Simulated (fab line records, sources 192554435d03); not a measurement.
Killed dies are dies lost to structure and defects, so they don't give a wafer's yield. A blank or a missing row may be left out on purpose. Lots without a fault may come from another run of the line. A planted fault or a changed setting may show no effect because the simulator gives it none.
fab line records | flow n5_finfet
record lots=6 wafers=18 last_day=18
route steps=1938 shown HKMG_FIN@439 BEOL_M4@1111 PASSIVATION@1936
lots that met no fault: from a run of the same line without faults
start_h: hours from the record's first day to the start of the lot's first wafer shown | wait_h: hours since the lot's step before | " the same as in the row above | L1.1+2: a row that stands for several wafers | - no value, or no start given | * or withheld: withheld | < > ~ a bound
route shown NAME@n: a module of which the file shows steps, and the number in the route of the first | usual: mean/standard deviation of fault-free wafers | same: alike in all rows | chamber/n: place in a boat | sites: the reading at each site | _std_site: their standard deviation | _edge_site: outer sites' mean less inner sites' | radius_mm: how far each site lies from the wafer's centre | mask NAME#n: copy n | behind: the tool/chamber that last shaped the wafer | hold: why the lot was held/for how many hours/how that ended | device: the transistor (n, p or np) that didn't switch | end of line: the same wafers' tests at the end of the route | a step without rows: its recipe alone | killed: dies lost to structure and defects at the first sort, not the wafer's yield | map: a wafer's dies, x killed, . not, _ none there
set.NAME: the setting as run; set.NAME@STEP: as run at that earlier step | model.NAME: the simulator's own value behind a step, which no gauge read
lots at some steps of the route; a table a step, a row a wafer
services: from which hour (start_h, from the record's first day; less than 0 if before it) a tool's chamber was out of use, for how many hours, and why
## steps
# step N5_HKMG_FIN_STRIP_92
# recipe chemistry=N2/H2 material=SOC time_s=20 power_w=500 temp_c=40 pressure_mtorr=50 rf_frequency_hz=6e+07 bias_power_w=8 h2_frac=0.5 n2_flow_sccm=300 h2_flow_sccm=300
# usual drypump_motor_current_A=5.9/0.58 h2_flow_sccm=299.9/0.87 n2_flow_sccm=299.9/0.89 oes_product_au=0.78/0.083 rf_vpp_V=54.3/0.92 showerhead_plenum_p_Torr=3.39/0.12 throttle_valve_pct=19.0/0.4
# columns lot.wafer tool chamber start_h wait_h drypump_motor_current_A h2_flow_sccm n2_flow_sccm oes_product_au rf_hours_counter_h rf_vpp_V showerhead_plenum_p_Torr throttle_valve_pct
L610.2 rie_diel-02 0 98.91 0.1 6.3 299.4 298.8 0.72 177 54.7 3.47 18.6
L610.3 " 2 " " 5.7 300.4 299.3 0.85 55 54.3 3.42 19.7
L610.5 " 2 " " 5.7 300.6 300.5 0.84 - 52.8 3.42 19.7
L614.2 rie_diel-02 1 123.61 0.1 6.5 299.4 301.0 0.98 2 55.7 3.58 18.6
L614.3 " 2 " " 5.7 297.9 300.5 0.84 66 55.1 3.42 19.7
L614.4 " 0 " " 6.3 299.2 300.9 0.72 187 56.1 3.47 18.6
L622.1 rie_diel-05 0 171.83 0.1 5.6 298.8 298.7 0.68 238 55.7 3.42 19.3
L622.3 " 3 " " 6.2 300.6 299.8 0.73 230 54.9 3.18 19.2
L622.5 " 0 " " 5.6 299.9 298.9 0.68 - 54.5 3.42 19.3
L624.1 rie_diel-02 1 183.06 0.1 6.6 300.2 299.2 0.91 23 54.9 3.57 18.7
L624.2 " 3 " " 6.0 299.3 301.5 0.91 35 54.0 3.55 18.6
L624.3 " 0 " " 6.3 300.9 298.8 0.70 206 54.4 3.46 18.6
L625.1 rie_diel-02 0 191.99 0.1 6.3 301.4 300.1 0.70 210 56.1 3.45 18.6
L625.3 " 2 " " 5.7 300.3 301.8 0.81 91 54.7 3.41 19.7
L625.6 " 2 " " 5.7 299.8 299.9 0.81 - 54.6 3.40 19.7
L629.1 rie_diel-05 3 216.00 0.1 6.2 298.9 298.2 0.71 247 53.2 3.17 19.2
L629.2 " 1 " " 6.5 299.5 300.0 0.69 216 54.2 3.34 18.6
L629.3 " 2 " " 5.6 299.1 298.9 0.70 201 55.2 3.47 19.5
# step N5_HKMG_FIN_WET_ETCH_18
# recipe chemistry=SC1 target=TiN mix=1:1:5 temp_c=* time_s=55 target_depth_nm=5.2 dry=ipa_marangoni rinse_time_s=30 rinse_temp_c=23
# step N5_HKMG_FIN_STRIP_19
# recipe chemistry=N2/H2 power_w=2500 temp_c=300 h2_frac=0.65 time_s=360 pressure_mtorr=withheld n2_flow_sccm=1750 h2_flow_sccm=3250
# usual drypump_motor_current_A=5.6/0.55 h2_flow_sccm=3252/11 heater_power_w=438/19 n2_flow_sccm=1750/5.3
# columns lot.wafer tool chamber start_h wait_h drypump_motor_current_A h2_flow_sccm heater_power_w n2_flow_sccm rf_hours_counter_h
L610.2 plasma_asher-01 0 99.09 0.0 5.3 3248 466 1735 84
L610.3 " 1 " " 6.3 3232 427 1743 -
L610.5 " 1 " " 6.3 3234 413 1749 -
L614.2 plasma_asher-02 0 123.76 0.0 6.1 3244 444 1757 52
L614.3 " 1 " " 4.9 3260 433 1757 -
L614.4 " 0 " " 6.1 3266 443 1754 -
L622.1 plasma_asher-02 0 172.03 0.0 6.1 3243 428 1752 62
L622.3 " 0 " " 6.0 3254 423 1748 -
L622.5 " 1 " " 5.0 3249 435 1745 -
L624.1 plasma_asher-02 1 183.21 0.0 5.0 3253 433 1742 64
L624.2 " 0 " " 6.1 3253 436 1751 64
L624.3 " 1 " " 5.0 3247 427 1744 -
L625.1 plasma_asher-01 1 192.18 0.1 6.3 3257 417 1749 103
L625.3 " 1 " " 6.3 3252 418 1742 -
L625.6 " 1 " " 6.3 3253 425 1752 -
L629.1 plasma_asher-01 0 216.15 0.0 5.2 3235 459 1751 108
L629.2 " 1 " " 6.3 3257 422 1757 108
L629.3 " 1 " " 6.3 3249 421 1753 -
# step N5_HKMG_FIN_ALD_91
# recipe material=TiN target_thk_a=10 temp_c=400 ald_precursor_family=TiCl4 ald_co_reactant=NH3 pulse_time_s=1 purge_time_s=3 co_reactant_purge_time_s=2 co_reactant_pulse_time_s=2 ald_cycles=47 pressure_torr=3
# step N5_HKMG_FIN_COAT_85
# recipe resist=SOC temp_c=250 time_s=60 spin_rpm=1500 resist_thk_nm=300
# step N5_HKMG_FIN_ETCH_86
# recipe chemistry=N2/H2 target=SOC target_depth_a=3932 stop_on=TiN ion_energy_ev=100 bias_w=61 pressure_mtorr=30 source_w=850 n2_flow_sccm=200 h2_flow_sccm=200
# step N5_HKMG_FIN_STRIP_89
# recipe chemistry=N2/H2 material=SOC time_s=20 power_w=500 temp_c=40 pressure_mtorr=50 rf_frequency_hz=6e+07 bias_power_w=8 h2_frac=0.5 n2_flow_sccm=300 h2_flow_sccm=300
# step N5_HKMG_FIN_WET_ETCH_87
# recipe chemistry=SC1 target=TiN mix=1:2:40 temp_c=50 time_s=154.2 target_depth_nm=4.7 dry=ipa_marangoni rinse_time_s=30 rinse_temp_c=23
# step N5_HKMG_FIN_STRIP_88
# recipe chemistry=N2/H2 power_w=2500 temp_c=300 h2_frac=0.65 time_s=360 pressure_mtorr=withheld n2_flow_sccm=1750 h2_flow_sccm=3250
# usual drypump_motor_current_A=5.7/0.55 h2_flow_sccm=3249/9.3 heater_power_w=440/22 n2_flow_sccm=1750/5.2
# columns lot.wafer tool chamber start_h wait_h drypump_motor_current_A h2_flow_sccm heater_power_w n2_flow_sccm rf_hours_counter_h
L610.2 plasma_asher-02 0 100.06 0.0 6.1 3250 425 1744 48
L610.3 " 1 " " 5.0 3255 445 1751 -
L610.5 " 1 " " 4.9 3263 415 1749 -
L614.2 plasma_asher-01 0 124.77 0.0 5.3 3257 468 1747 90
L614.3 " 1 " " 6.3 3250 417 1752 -
L614.4 " 0 " " 5.3 3249 470 1749 -
L622.1 plasma_asher-02 0 173.12 0.0 6.1 3238 428 1757 62
L622.3 " 1 " " 5.0 3260 440 1738 -
L622.5 " 0 " " 6.1 3247 429 1759 -
L624.1 plasma_asher-01 1 184.18 0.0 6.3 3238 421 1740 102
L624.2 " 0 " " 5.2 3241 472 1762 102
L624.3 " 1 " " 6.3 3248 420 1748 -
L625.1 plasma_asher-02 0 193.15 0.0 6.1 3242 435 1746 66
L625.3 " 0 " " 6.1 3235 441 1753 -
L625.6 " 0 " " 6.1 3245 430 1746 -
L629.1 plasma_asher-01 1 217.28 0.0 6.3 3235 423 1750 108
L629.2 " 0 " " 5.3 3246 477 1754 108
L629.3 " 1 " " 6.3 3240 423 1744 -
# step N5_HKMG_FIN_NWFM_ALD_20
# recipe material=TiAlC target_thk_a=20 temp_c=300 ald_precursor_family=TiCl4 ald_co_reactant=TEA pulse_time_s=3 purge_time_s=2 co_reactant_purge_time_s=2 co_reactant_pulse_time_s=10 ald_cycles=7 pressure_torr=3
# step N5_HKMG_FIN_ALD_71
# recipe material=TiN target_thk_a=10 temp_c=400 ald_precursor_family=TiCl4 ald_co_reactant=NH3 pulse_time_s=1 purge_time_s=3 co_reactant_purge_time_s=2 co_reactant_pulse_time_s=2 ald_cycles=47 pressure_torr=3
# usual chamber_pressure_Torr=3.000/0.006 heater_power_w=901/92 precursor_pulse_height_rel=0.998/0.022
# same co_reactant_pulse_time_s=2
# columns lot.wafer tool chamber start_h wait_h chamber_pressure_Torr heater_power_w precursor_pulse_height_rel
L610.2 ald_metal-03 0 100.55 0.0 3.001 1018 1.019
L610.3 " 1 " " 3.004 741 0.986
L610.5 " 0 " " 3.006 1004 1.024
L614.2 ald_metal-03 2 125.25 0.0 2.988 947 1.026
L614.3 " 1 " " 3.005 764 1.051
L614.4 " 3 " " 3.007 882 0.943
L622.1 ald_metal-01 0 173.62 0.0 3.008 762 0.984
L622.3 " 2 " " 3.003 1006 1.048
L622.5 " 1 " " 3.014 808 0.991
L624.1 ald_metal-02 1 184.66 0.0 2.984 910 1.006
L624.2 " 0 " " 3.001 753 0.999
L624.3 " 3 " " 3.003 995 0.949
L625.1 ald_metal-03 2 193.64 0.0 3.004 978 0.973
L625.3 " 3 " " 3.009 898 1.018
L625.6 " 0 " " 2.984 1013 1.022
L629.1 ald_metal-03 0 217.77 0.0 3.002 988 0.991
L629.2 " 3 " " 2.998 856 1.003
L629.3 " 1 " " 3.001 783 0.978
# step N5_HKMG_FIN_COAT_66
# recipe resist=SOC temp_c=250 time_s=60 spin_rpm=1500 resist_thk_nm=300
# step N5_HKMG_FIN_ETCH_67
# recipe chemistry=N2/H2 target=SOC target_depth_a=3889 stop_on=TiN ion_energy_ev=100 bias_w=61 pressure_mtorr=30 source_w=850 n2_flow_sccm=200 h2_flow_sccm=200
# usual drypump_motor_current_A=5.9/0.53 h2_flow_sccm=200.0/0.73 n2_flow_sccm=200.0/0.55 oes_product_au=0.77/0.089 rf_fwd_power_W=844/3.4 rf_vpp_V=241.0/1.5 showerhead_plenum_p_Torr=2.57/0.098 throttle_valve_pct=17.75/0.22
# columns lot.wafer tool chamber start_h wait_h drypump_motor_current_A h2_flow_sccm n2_flow_sccm oes_product_au rf_fwd_power_W rf_hours_counter_h rf_vpp_V showerhead_plenum_p_Torr throttle_valve_pct model.TiN_of_HKMG_FIN_ALD_71.thk_nm
L610.2 rie_diel-02 3 100.93 - 6.0 200.0 201.4 0.97 1046 5 226.6 2.70 17.63 0
L610.3 " 2 " " 5.7 200.4 199.3 0.84 1050 56 224.4 2.59 17.92 0
L610.5 " 2 " " 5.6 199.9 199.9 0.83 1046 - 223.6 2.59 17.94 0
L614.2 rie_diel-02 1 125.59 - 6.6 200.1 199.7 0.98 1051 3 225.4 2.72 17.41 0
L614.3 " 2 " " 5.7 199.4 200.4 0.83 1046 66 223.2 2.59 17.95 0
L614.4 " 3 " " 6.0 201.5 199.9 0.93 1047 15 226.3 2.70 17.64 0
L622.1 rie_diel-01 2 173.96 - 4.9 200.2 200.4 0.70 840 191 238.7 2.43 17.91 1
L622.3 " 3 " " 5.1 200.3 200.9 0.85 844 49 239.7 2.49 17.48 0.8
L622.5 " 3 " " 5.1 200.3 200.4 0.84 846 - 239.8 2.49 17.47 1
L624.1 rie_diel-05 2 185.10 - 5.6 199.2 200.7 0.70 840 189 242.6 2.63 18.08 1
L624.2 " 0 " " 5.7 200.8 201.0 0.67 844 244 240.4 2.59 18.02 1
L624.3 " 1 " " 6.5 200.7 200.4 0.70 845 204 241.3 2.53 17.54 1
L625.1 rie_diel-05 3 194.13 - 6.2 199.3 200.3 0.70 848 239 239.3 2.40 17.80 0
L625.3 " 2 " " 5.6 199.0 200.1 0.70 842 192 241.8 2.63 18.10 1
L625.6 " 2 " " 5.6 199.2 199.1 0.71 839 - 239.2 2.63 18.08 1
L629.1 rie_diel-02 2 218.10 - 5.7 200.7 198.6 0.79 839 100 241.8 2.58 18.01 0.6
L629.2 " 1 " " 6.5 200.2 199.8 0.88 851 35 244.3 2.70 17.46 1
L629.3 " 3 " " 6.0 199.0 201.0 0.88 845 45 242.9 2.69 17.71 1
# step N5_HKMG_FIN_STRIP_90
# recipe chemistry=N2/H2 material=SOC time_s=20 power_w=500 temp_c=40 pressure_mtorr=50 rf_frequency_hz=6e+07 bias_power_w=8 h2_frac=0.5 n2_flow_sccm=300 h2_flow_sccm=300
# usual drypump_motor_current_A=5.9/0.53 h2_flow_sccm=299.9/0.91 n2_flow_sccm=300.0/0.94 oes_product_au=0.78/0.093 rf_vpp_V=54.5/0.87 showerhead_plenum_p_Torr=3.39/0.12 throttle_valve_pct=19.0/0.42
# columns lot.wafer tool chamber start_h wait_h drypump_motor_current_A h2_flow_sccm n2_flow_sccm oes_product_au rf_hours_counter_h rf_vpp_V showerhead_plenum_p_Torr throttle_valve_pct
L610.2 rie_diel-02 3 100.99 0.0 6.0 299.0 301.3 0.98 6 55.7 3.56 18.5
L610.3 " 2 " " 5.7 300.1 299.9 0.84 56 56.4 3.42 19.7
L610.5 " 2 " " 5.7 298.6 300.4 0.84 - 53.4 3.42 19.7
L614.2 rie_diel-02 1 125.65 0.0 6.5 299.6 299.0 0.97 3 54.6 3.58 18.6
L614.3 " 2 " " 5.7 298.0 301.1 0.83 66 55.0 3.42 19.7
L614.4 " 3 " " 6.0 301.1 301.1 0.97 16 54.1 3.56 18.6
L622.1 rie_diel-01 2 174.02 0.0 4.9 300.7 300.9 0.71 191 53.8 3.21 19.2
L622.3 " 3 " " 5.1 299.2 299.7 0.88 49 54.8 3.29 18.5
L622.5 " 3 " " 5.1 300.1 299.2 0.86 - 54.3 3.29 18.5
L624.1 rie_diel-05 2 185.16 0.0 5.6 299.2 298.7 0.72 189 53.1 3.47 19.5
L624.2 " 0 " " 5.6 302.0 298.1 0.68 245 54.2 3.42 19.3
L624.3 " 1 " " 6.5 299.0 299.3 0.71 204 54.4 3.34 18.5
L625.1 rie_diel-05 3 194.19 0.0 6.3 300.7 300.6 0.73 239 54.4 3.17 19.2
L625.3 " 2 " " 5.6 299.6 298.9 0.71 192 55.5 3.47 19.5
L625.6 " 2 " " 5.6 300.0 299.9 0.71 - 56.6 3.47 19.5
L629.1 rie_diel-02 2 218.16 0.0 5.7 301.3 299.4 0.80 100 54.9 3.40 19.7
L629.2 " 1 " " 6.5 298.8 301.9 0.89 35 53.6 3.56 18.7
L629.3 " 3 " " 6.0 299.9 299.7 0.90 45 54.6 3.54 18.6
# step N5_BEOL_M4_RC_MEAS_101
# usual DIBL_N=36.3/1.8 DIBL_P=36.5/2.1 IOFF_N=0.16/0.031 IOFF_P=0.22/0.038 ION_N=677/12 ION_P=466/7.8 SS_N=71.5/0.61 SS_P=73.2/0.7 VT_N=249/3 VT_P=-248.9/3
# columns lot.wafer tool chamber start_h wait_h DIBL_N[mV/V] DIBL_P[mV/V] IOFF_N[nA/um] IOFF_P[nA/um] ION_N[uA/um] ION_P[uA/um] SS_N[mV/dec] SS_P[mV/dec] VT_N[mV] VT_P[mV]
L610.2 prober-02 0 207.22 0.2 35.4 34.5 0.15 0.20 692 476 70.6 73.4 250 -248.2
L610.3 " 0 " " 36.9 36.3 0.17 0.23 693 473 71.0 72.9 249 -246.7
L610.5 " 0 " " 36.6 36.1 0.16 0.22 697 473 71.6 73.3 251 -246.8
L614.2 prober-02 0 226.26 0.2 36.9 37.8 0.15 0.19 671 463 71.3 73.4 252 -254.9
L614.3 " 0 " " 36.9 37.2 0.15 0.20 669 459 71.2 73.2 252 -253.2
L614.4 " 0 " " 36.4 36.7 0.15 0.18 677 463 70.9 73.2 249 -254.6
L622.1 prober-01 0 267.18 0.0 37.1 36.5 0.16 0.24 671 467 70.6 73.2 250 -246.0
L622.3 " 0 " " 37.5 36.2 0.16 0.23 686 464 71.1 73.2 247 -248.2
L622.5 " 0 " " 35.2 33.4 0.12 0.18 653 451 70.8 71.9 255 -251.4
L624.1 prober-02 0 281.12 0.0 34.7 34.4 0.14 0.19 663 455 70.9 72.5 252 -250.7
L624.2 " 0 " " 34.6 35.3 0.15 0.20 673 465 71.3 72.4 249 -251.3
L624.3 " 0 " " 35.9 36.2 0.16 0.21 670 459 71.9 72.8 251 -249.7
L625.1 prober-01 0 284.31 0.0 34.4 34.3 0.12 0.17 670 462 70.5 73.1 252 -252.8
L625.3 " 0 " " 35.2 34.1 0.13 0.16 652 453 71.4 72.8 254 -252.9
L625.6 " 0 " " 35.4 34.5 0.12 0.17 648 450 72.2 73.5 254 -254.7
L629.1 prober-01 0 312.93 0.0 35.7 36.9 0.17 0.24 669 463 72.0 73.1 249 -246.4
L629.2 " 0 " " 36.8 38.0 0.19 0.24 678 459 71.6 73.5 246 -250.0
L629.3 " 0 " " 34.5 36.0 0.16 0.22 679 471 71.5 72.5 246 -245.6
# step N5_PASSIVATION_PROBE_49
# usual defect_limited_yield=91.2/1.5 killed_at_M0_to_M3=33/9.6 killed_at_M4_up=14/5.6 killed_at_contacts=14/5.5 killed_at_front_end=40/13 killed_at_other=4/3 killed_dies=104/17 killed_open=68/13 killed_short=33/7.2 sort_bin_5_function=5.2/0.95 sort_bin_6_memory=3.3/0.62 sort_n_pass=1076/17 sort_yield_pct=91.2/1.5
# same gross_dies=1180 killed_at_back_side=0 sort_bin_4_leakage[%]=0 sort_bin_8_speed[%]=0
# columns lot.wafer tool chamber start_h wait_h defect_limited_yield[%] killed_at_M0_to_M3 killed_at_M4_up killed_at_contacts killed_at_front_end killed_at_other killed_dies killed_open killed_short sort_bin_5_function[%] sort_bin_6_memory[%] sort_n_pass sort_yield_pct[%]
L624.1 prober-01 - 393.84 0.0 90.3 48 24 13 28 2 115 64 42 5.4 3.6 1065 90.3
# killed by level:class
L624.1 MOL_CONTACT_COAG:geometric_particle:open=11 BEOL_M0_SAQP:geometric_particle:open=10 BEOL_M0_SAQP:geometric_particle:short=10 BEOL_M4:geometric_particle:open=9 BEOL_M1:geometric_particle:short=8 BEOL_M2:geometric_particle:open=7 BEOL_M5:geometric_particle:open=6 HKMG_FIN:area_etch=5
## services
# columns tool chamber start_h hours kind
ald_metal-01 - 76.63 2.2 repair
rie_diel-02 3 78.32 - clean
rie_diel-02 3 78.32 - consumable_replace:focus_ring
rie_diel-02 3 78.32 - consumable_replace:showerhead
rie_diel-02 3 78.32 12.3 scheduled_down
rie_diel-02 3 78.32 12.3 vent_cycle
rie_diel-02 1 90.78 3.3 repair
rie_diel-02 1 94.14 - clean
rie_diel-02 1 94.14 - consumable_replace:focus_ring
rie_diel-02 1 94.14 - consumable_replace:showerhead
rie_diel-02 1 94.14 24.2 scheduled_down
rie_diel-02 1 94.14 24.2 vent_cycle
plasma_asher-02 - 104.20 2.8 pm
rie_diel-05 2 107.24 8.5 repair
ald_metal-03 3 152.04 7.2 repair
rie_diel-01 3 165.61 6.2 repair
rie_diel-01 1 200.33 1.6 repair
rie_diel-05 0 203.00 - clean
rie_diel-05 0 203.00 - consumable_replace:focus_ring
rie_diel-05 0 203.00 22.6 scheduled_down
rie_diel-05 0 203.00 22.6 vent_cycle
ald_metal-03 2 216.14 3.1 repair
## key
first_sign step=N5_HKMG_FIN_ETCH_67 reading=rf_fwd_power_W direction=up sigmas=60 usual=* struck=*
effect step=N5_HKMG_FIN_ETCH_67 reading=rf_vpp_V direction=down sigmas=10 usual=241.0 struck=224.9
model_effect step=N5_HKMG_FIN_ETCH_67 value=TiN_of_HKMG_FIN_ALD_71.thk_nm without=0.7333 struck=0
met_at N5_HKMG_FIN_ETCH_67
struck_wafers L610.2,L610.3,L610.5,L614.2,L614.3,L614.4
fault kind=process_parameter_drift tool=rie_diel-02 chamber=- onset_h=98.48 steps=N5_HKMG_FIN_ETCH_67 channel=source_w offset=204 shape=step end_h=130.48 acts_in=these_recipes_only stated=850
